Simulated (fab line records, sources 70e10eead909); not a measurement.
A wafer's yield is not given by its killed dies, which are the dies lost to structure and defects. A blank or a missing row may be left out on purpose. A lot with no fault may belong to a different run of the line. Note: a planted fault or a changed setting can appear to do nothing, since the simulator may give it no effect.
Which of the tools did it?	flow nand_harc	Sampling: 23 lots, 69 wafers, 6 of 1159 route steps

WHAT THE GAUGES READ, wafer by wafer
The record holds no reading of a measuring or inspecting step that can be judged against a usual standard deviation.

WHICH TOOL RAN EACH LOT (tool, then ch and the chambers of the sampled wafers, then the start)
lot	NHARC_A_STAIRCASE_ETCH_230	NHARC_A_STAIRCASE_TRIM_231	NHARC_A_STAIRCASE_ETCH_452	NHARC_A_STAIRCASE_STRIP_295	NHARC_A_STAIRCASE_ETCH_453	NHARC_A_STAIRCASE_ETCHBACK_416
L074	rie_diel-07 ch 0,2,3, no start	rie_diel-07 ch 0,2,3, no start	rie_diel-07 ch 0,1, no start	rie_diel-07 ch 0,1, no start	rie_diel-11 ch 2,3, no start	rie_diel-07 ch 1,2,3, no start
L076	rie_diel-07 ch 1,2,3, no start	rie_diel-07 ch 1,2, no start	rie_diel-11 ch 0,3, no start	rie_diel-11 ch 0,2,3, no start	rie_diel-13 ch 0,1,2, no start	rie_diel-11 ch 0,1,3, no start
L077	rie_diel-11 ch 1,2,3, no start	rie_diel-11 ch 0,2,3, no start	rie_diel-11 ch 1,3, no start	rie_diel-11 ch 0,1,2, no start	rie_diel-07 ch 0,1, no start	rie_diel-11 ch 0,1,2, no start
L075	rie_diel-13 ch 0,2,3, no start	rie_diel-13 ch 1,2,3, no start	rie_diel-11 ch 1,2,3, no start	rie_diel-11 ch 0,2,3, no start	rie_diel-13 ch 0,3, no start	rie_diel-07 ch 0,1,3, no start
L079	rie_diel-11 ch 1,3, no start	rie_diel-11 ch 0,2,3, no start	rie_diel-13 ch 0,1,3, no start	rie_diel-13 ch 0,2, no start	rie_diel-07 ch 1,3, no start	rie_diel-11 ch 0,1, no start
L078	rie_diel-07 ch 0,2,3, no start	rie_diel-07 ch 0,2,3, no start	rie_diel-11 ch 0,3, no start	rie_diel-11 ch 0,1,2, no start	rie_diel-13 ch 0,1,3, no start	rie_diel-11 ch 1,2, no start
L080	rie_diel-11 ch 0,1,2, no start	rie_diel-11 ch 1,3, no start	rie_diel-11 ch 0,1,2, no start	rie_diel-11 ch 0,2,3, no start	rie_diel-11 ch 0,1,2, no start	rie_diel-13 ch 1,2, no start
L081	rie_diel-11 ch 0,2,3, no start	rie_diel-11 ch 0,1,3, no start	rie_diel-13 ch 0,1,2, no start	rie_diel-13 ch 0,2,3, no start	rie_diel-11 ch 0,1,3, no start	rie_diel-07 ch 0,1,2, no start
L082	rie_diel-13 ch 1,2,3, no start	rie_diel-13 ch 0,2, no start	rie_diel-13 ch 0,2, no start	rie_diel-13 ch 1,3, no start	rie_diel-13 ch 0,1, no start	rie_diel-07 ch 1,3, no start
L086	rie_diel-11 ch 2,3, day 15 07:56 or earlier	rie_diel-11 ch 0,3, day 15 07:56 or earlier	rie_diel-07 ch 1,2, day 15 07:56 or earlier	rie_diel-07 ch 0,1,2, day 15 07:56 or earlier	rie_diel-11 ch 0,1,2, day 15 07:56 or earlier	rie_diel-11 ch 1,2,3, day 15 07:56
L084	rie_diel-13 ch 1,2,3, no start	rie_diel-13 ch 0,3, no start	rie_diel-11 ch 0,1, no start	rie_diel-11 ch 0,3, no start	rie_diel-07 ch 1,3, no start	rie_diel-11 ch 2,3, no start
L088	rie_diel-11 ch 0,1, no start	rie_diel-11 ch 0,1,2, no start	rie_diel-11 ch 1,2,3, no start	rie_diel-11 ch 0,2,3, no start	rie_diel-07 ch 2,3, no start	rie_diel-13 ch 1,2, no start
L085	rie_diel-07 ch 1,2,3, no start	rie_diel-07 ch 1,2,3, no start	rie_diel-07 ch 0,1,2, no start	rie_diel-07 ch 0,1,3, no start	rie_diel-11 ch 0,1,2, no start	rie_diel-07 ch 1,2,3, no start
L087	rie_diel-13 ch 0,3, no start	rie_diel-13 ch 1,2,3, no start	rie_diel-13 ch 1,2, no start	rie_diel-13 ch 0,3, no start	rie_diel-07 ch 1,3, no start	rie_diel-13 ch 1,2,3, no start
L090	rie_diel-13 ch 0,2,3, no start	rie_diel-13 ch 2,3, no start	rie_diel-11 ch 1,2,3, no start	rie_diel-11 ch 1,2, no start	rie_diel-07 ch 0,1,3, no start	rie_diel-07 ch 0,3, no start
L089	rie_diel-11 ch 0,1,3, no start	rie_diel-11 ch 0,1, no start	rie_diel-11 ch 2,3, no start	rie_diel-11 ch 0,2,3, no start	rie_diel-11 ch 0,1,3, no start	rie_diel-13 ch 2,3, no start
L093	rie_diel-11 ch 0,2,3, no start	rie_diel-11 ch 0,1,2, no start	rie_diel-11 ch 1,2,3, no start	rie_diel-11 ch 0,1,2, no start	rie_diel-11 ch 0,1,3, no start	rie_diel-13 ch 0,1,3, no start
L091	rie_diel-13 ch 0,1,2, no start	rie_diel-13 ch 0,1,2, no start	rie_diel-07 ch 0,2,3, no start	rie_diel-07 ch 0,1,3, no start	rie_diel-07 ch 0,1,2, no start	rie_diel-11 ch 1,2,3, no start
L092	rie_diel-13 ch 1,2, no start	rie_diel-13 ch 0,1,3, no start	rie_diel-11 ch 0,1,3, no start	rie_diel-11 ch 0,1, no start	rie_diel-11 ch 0,3, no start	rie_diel-11 ch 0,2, no start
L095	rie_diel-13 ch 0,1, no start	rie_diel-13 ch 1,2, no start	rie_diel-07 ch 0,2,3, no start	rie_diel-07 ch 0,1,3, no start	rie_diel-11 ch 1,2, no start	rie_diel-07 ch 0,2,3, no start
L096	rie_diel-13 ch 0,1,2, no start	rie_diel-13 ch 0,1,3, no start	rie_diel-11 ch 0,1,2, no start	rie_diel-11 ch 1,2,3, no start	rie_diel-11 ch 0,1,3, no start	rie_diel-07 ch 0,2,3, no start
L094	rie_diel-11 ch 1,3, no start	rie_diel-11 ch 0,2,3, no start	rie_diel-13 ch 2,3, no start	rie_diel-13 ch 1,2,3, no start	rie_diel-11 ch 0,2, no start	rie_diel-11 ch 1,2, no start
L097	rie_diel-07 ch 2,3, no start	rie_diel-07 ch 0,1,2, no start	rie_diel-07 ch 0,1, no start	rie_diel-07 ch 1,2,3, no start	rie_diel-13 ch 0,1,3, no start	rie_diel-07 ch 1,2,3, no start
- NHARC_A_STAIRCASE_ETCH_230: etches the open film in C4F8/O2, target depth 100 nm, time 40.5 s.
- NHARC_A_STAIRCASE_TRIM_231: chemistry O2, time 211.2 s.
- NHARC_A_STAIRCASE_ETCH_452: etches the open film in CF4/O2, target depth 30 nm, overetch 3 nm, time 16.5 s.
- NHARC_A_STAIRCASE_STRIP_295: strips in O2.
- NHARC_A_STAIRCASE_ETCH_453: etches the open film in CF4/O2, target depth 30 nm, overetch 3 nm, time 16.5 s.
- NHARC_A_STAIRCASE_ETCHBACK_416: etches the open film in C4F8/O2/Ar, target depth 36 nm, time 7.2 s.

AS READ BY THE TOOLS THEMSELVES (means over the sampled wafers that have a number; for cases with no such wafer, the mark the record gives instead)
NHARC_A_STAIRCASE_ETCH_230. Usual: oes_product_au 0.953 a.u., standard deviation 0.02; rf_vpp_V 898 V, standard deviation 4.8.
lot	tool	oes_product_au (a.u.)	rf_vpp_V (V)	flag
L074	rie_diel-07	0.968	897	
L076	rie_diel-07	0.958	897	
L077	rie_diel-11	0.982	899	
L075	rie_diel-13	0.920	904	
L079	rie_diel-11	0.949	899	
L078	rie_diel-07	0.925	896	
L080	rie_diel-11	0.946	897	
L081	rie_diel-11	0.952	895	
L082	rie_diel-13	0.954	903	
L086	rie_diel-11	0.944	897	
L084	rie_diel-13	0.974	902	
L088	rie_diel-11	0.944	892	
L085	rie_diel-07	0.953	897	
L087	rie_diel-13	0.934	903	
L090	rie_diel-13	0.951	902	
L089	rie_diel-11	0.951	894	
L093	rie_diel-11	0.950	894	
L091	rie_diel-13	0.950	902	
L092	rie_diel-13	0.937	901	
L095	rie_diel-13	0.952	903	
L096	rie_diel-13	0.973	903	
L094	rie_diel-11	0.971	899	
L097	rie_diel-07	0.969	896	

NHARC_A_STAIRCASE_TRIM_231. Usual: drypump_motor_current_A 5.9 A, standard deviation 0.32; oes_product_au 1.005 a.u., standard deviation 0.013; rf_vpp_V 58.0 V, standard deviation 0.82; showerhead_plenum_p_Torr 3.59 Torr, standard deviation 0.13; throttle_valve_pct 17.037 %, standard deviation 0.0084.
lot	tool	drypump_motor_current_A (A)	oes_product_au (a.u.)	rf_vpp_V (V)	showerhead_plenum_p_Torr (Torr)	throttle_valve_pct (%)	flag
L074	rie_diel-07	6.0	1.004	57.9	3.55	17.036	
L076	rie_diel-07	6.0	1.011	58.0	3.55	17.038	
L077	rie_diel-11	6.0	0.999	58.1	3.49	17.037	
L075	rie_diel-13	5.7	1.004	58.5	3.71	17.034	
L079	rie_diel-11	5.9	1.005	57.6	3.49	17.039	
L078	rie_diel-07	6.0	1.006	58.5	3.54	17.041	
L080	rie_diel-11	6.2	1.004	58.0	3.62	17.046	
L081	rie_diel-11	5.9	1.003	58.1	3.50	17.036	
L082	rie_diel-13	5.7	1.010	58.6	3.75	17.035	
L086	rie_diel-11	5.6	1.010	57.0	3.38	17.040	
L084	rie_diel-13	5.6	1.003	57.8	3.74	17.036	
L088	rie_diel-11	6.1	1.023	57.7	3.53	17.033	
L085	rie_diel-07	5.9	1.002	57.8	3.55	17.042	
L087	rie_diel-13	5.7	1.009	58.6	3.70	17.040	
L090	rie_diel-13	5.7	0.999	58.8	3.70	17.040	
L089	rie_diel-11	5.7	1.022	58.1	3.43	17.034	
L093	rie_diel-11	6.1	1.018	58.0	3.53	17.048	
L091	rie_diel-13	5.7	1.009	58.5	3.71	17.032	
L092	rie_diel-13	5.6	1.004	58.2	3.71	17.035	
L095	rie_diel-13	5.7	1.008	58.1	3.68	17.042	
L096	rie_diel-13	5.6	0.998	58.9	3.71	17.027	
L094	rie_diel-11	5.9	1.006	56.5	3.47	17.029	
L097	rie_diel-07	6.1	1.004	57.4	3.50	17.038	

NHARC_A_STAIRCASE_ETCH_452. Usual: drypump_motor_current_A 6.0 A, standard deviation 0.35; oes_product_au 1.006 a.u., standard deviation 0.014; rf_vpp_V 198.1 V, standard deviation 1.3; showerhead_plenum_p_Torr 1.35 Torr, standard deviation 0.051; throttle_valve_pct 13.399 %, standard deviation 0.0098.
lot	tool	drypump_motor_current_A (A)	oes_product_au (a.u.)	rf_vpp_V (V)	showerhead_plenum_p_Torr (Torr)	throttle_valve_pct (%)	flag
L074	rie_diel-07	6.2	1.009	199.0	1.33	13.403	
L076	rie_diel-11	5.6	1.014	196.6	1.28	13.387	
L077	rie_diel-11	6.2	1.006	197.9	1.37	13.399	
L075	rie_diel-11	6.2	1.000	198.2	1.37	13.408	
L079	rie_diel-13	5.6	0.992	199.7	1.41	13.390	
L078	rie_diel-11	5.7	1.001	197.8	1.30	13.402	
L080	rie_diel-11	6.0	1.013	197.4	1.34	13.397	
L081	rie_diel-13	5.7	0.998	199.8	1.41	13.399	
L082	rie_diel-13	5.7	1.005	199.0	1.42	13.392	
L086	rie_diel-07	5.9	1.016	198.2	1.34	13.400	
L084	rie_diel-11	5.7	1.020	197.0	1.30	13.398	
L088	rie_diel-11	6.2	0.998	198.9	1.36	13.404	
L085	rie_diel-07	6.1	1.007	197.7	1.33	13.397	
L087	rie_diel-13	5.9	1.006	198.7	1.40	13.409	
L090	rie_diel-11	6.2	1.004	198.5	1.36	13.408	
L089	rie_diel-11	6.1	0.994	197.7	1.34	13.394	
L093	rie_diel-11	6.2	1.002	198.2	1.36	13.398	
L091	rie_diel-07	6.0	1.015	197.0	1.33	13.399	
L092	rie_diel-11	5.9	1.013	198.4	1.32	13.395	
L095	rie_diel-07	6.0	1.012	197.2	1.33	13.407	
L096	rie_diel-11	6.1	1.006	198.0	1.33	13.397	
L094	rie_diel-13	5.7	1.002	199.1	1.40	13.394	
L097	rie_diel-07	6.2	1.006	197.8	1.32	13.391	

NHARC_A_STAIRCASE_STRIP_295. Usual: drypump_motor_current_A 6.0 A, standard deviation 0.34; oes_product_au 1.006 a.u., standard deviation 0.013; rf_vpp_V 57.9 V, standard deviation 0.91; showerhead_plenum_p_Torr 3.56 Torr, standard deviation 0.13; throttle_valve_pct 17.035 %, standard deviation 0.0077.
lot	tool	drypump_motor_current_A (A)	oes_product_au (a.u.)	rf_vpp_V (V)	showerhead_plenum_p_Torr (Torr)	throttle_valve_pct (%)	flag
L074	rie_diel-07	6.2	1.004	57.7	3.53	17.038	
L076	rie_diel-11	5.9	1.013	57.5	3.49	17.028	
L077	rie_diel-11	6.1	1.013	57.2	3.54	17.035	
L075	rie_diel-11	6.0	1.006	57.7	3.49	17.028	
L079	rie_diel-13	5.9	0.990	58.8	3.73	17.037	
L078	rie_diel-11	6.1	1.015	57.8	3.54	17.040	
L080	rie_diel-11	5.9	1.010	57.3	3.49	17.034	
L081	rie_diel-13	5.7	1.002	57.7	3.73	17.037	
L082	rie_diel-13	5.6	0.987	58.9	3.70	17.033	
L086	rie_diel-07	6.1	1.011	58.6	3.51	17.035	
L084	rie_diel-11	5.7	0.996	57.4	3.44	17.031	
L088	rie_diel-11	6.0	1.009	57.3	3.48	17.033	
L085	rie_diel-07	6.0	0.997	57.6	3.53	17.028	
L087	rie_diel-13	5.6	0.994	57.8	3.73	17.035	
L090	rie_diel-11	6.4	1.015	57.4	3.64	17.040	
L089	rie_diel-11	5.9	1.011	57.2	3.47	17.039	
L093	rie_diel-11	6.1	1.016	57.2	3.52	17.041	
L091	rie_diel-07	6.1	1.005	56.7	3.53	17.032	
L092	rie_diel-11	5.7	1.021	57.4	3.42	17.021	
L095	rie_diel-07	6.1	1.010	58.7	3.52	17.030	
L096	rie_diel-11	6.3	1.009	58.8	3.59	17.029	
L094	rie_diel-13	5.7	1.002	58.6	3.69	17.032	
L097	rie_diel-07	5.9	1.003	57.9	3.54	17.033	

NHARC_A_STAIRCASE_ETCH_453. Usual: drypump_motor_current_A 5.9 A, standard deviation 0.34; oes_product_au 1.004 a.u., standard deviation 0.014; rf_vpp_V 197.9 V, standard deviation 1.4; showerhead_plenum_p_Torr 1.35 Torr, standard deviation 0.052; throttle_valve_pct 13.398 %, standard deviation 0.0099.
lot	tool	drypump_motor_current_A (A)	oes_product_au (a.u.)	rf_vpp_V (V)	showerhead_plenum_p_Torr (Torr)	throttle_valve_pct (%)	flag
L074	rie_diel-11	6.1	0.994	198.8	1.35	13.399	
L076	rie_diel-13	5.7	0.990	200.3	1.41	13.405	
L077	rie_diel-07	6.1	1.002	197.9	1.33	13.387	
L075	rie_diel-13	5.6	0.988	198.7	1.42	13.401	
L079	rie_diel-07	5.9	0.993	198.3	1.35	13.402	
L078	rie_diel-13	5.6	0.985	199.1	1.41	13.389	
L080	rie_diel-11	6.1	1.015	198.2	1.34	13.404	
L081	rie_diel-11	5.9	1.010	197.2	1.32	13.391	
L082	rie_diel-13	5.6	0.993	198.9	1.41	13.392	
L086	rie_diel-11	6.0	1.015	197.2	1.34	13.398	
L084	rie_diel-07	5.9	0.999	197.9	1.35	13.396	
L088	rie_diel-07	5.9	1.014	197.8	1.34	13.391	
L085	rie_diel-11	6.0	1.023	197.5	1.34	13.400	
L087	rie_diel-07	5.9	0.999	198.2	1.35	13.399	
L090	rie_diel-07	6.1	0.998	197.3	1.34	13.392	
L089	rie_diel-11	5.9	0.999	197.6	1.32	13.405	
L093	rie_diel-11	5.9	1.008	197.2	1.32	13.406	
L091	rie_diel-07	6.1	1.013	197.5	1.32	13.400	
L092	rie_diel-11	5.7	1.004	196.9	1.30	13.390	
L095	rie_diel-11	6.4	1.010	198.9	1.37	13.406	
L096	rie_diel-11	5.9	1.005	197.5	1.31	13.407	
L094	rie_diel-11	5.7	1.003	196.6	1.28	13.394	
L097	rie_diel-13	5.6	1.002	198.7	1.40	13.402	

NHARC_A_STAIRCASE_ETCHBACK_416. Usual: oes_product_au 0.941 a.u., standard deviation 0.028; rf_vpp_V 724 V, standard deviation 3.5.
lot	tool	oes_product_au (a.u.)	rf_vpp_V (V)	flag
L074	rie_diel-07	0.939	724	
L076	rie_diel-11	0.933	722	
L077	rie_diel-11	0.932	722	
L075	rie_diel-07	0.920	725	
L079	rie_diel-11	0.940	721	
L078	rie_diel-11	0.936	726	
L080	rie_diel-13	1.008	728	
L081	rie_diel-07	0.948	723	
L082	rie_diel-07	0.993	723	
L086	rie_diel-11	0.929	725	
L084	rie_diel-11	0.928	725	
L088	rie_diel-13	0.942	727	
L085	rie_diel-07	0.927	724	
L087	rie_diel-13	0.930	728	
L090	rie_diel-07	0.937	722	
L089	rie_diel-13	1.002	728	
L093	rie_diel-13	0.919	729	
L091	rie_diel-11	0.924	725	
L092	rie_diel-11	0.934	723	
L095	rie_diel-07	0.937	722	
L096	rie_diel-07	0.932	723	
L094	rie_diel-11	0.924	726	
L097	rie_diel-07	0.938	724	

THE ANSWER, worked out from the rows above alone
Rule: take the mean of a lot's wafers that have a number; if it is more than 3 standard deviations from the usual mean, the lot is off. A lot without any number at a reading at which 4 lots or more have one is off too. Any other lot the step has rows for is counted as sound. First the gauges in route order, then the tools' own readings, where a lot's mean is used as printed above. The first step at which some lot is off is used, and at that step the reading that is off furthest; a lot without a number counts as furthest.
No lot is off on any of the readings shown, so nothing can be concluded from this.

WHAT THE SIMULATOR HAD PUT IN
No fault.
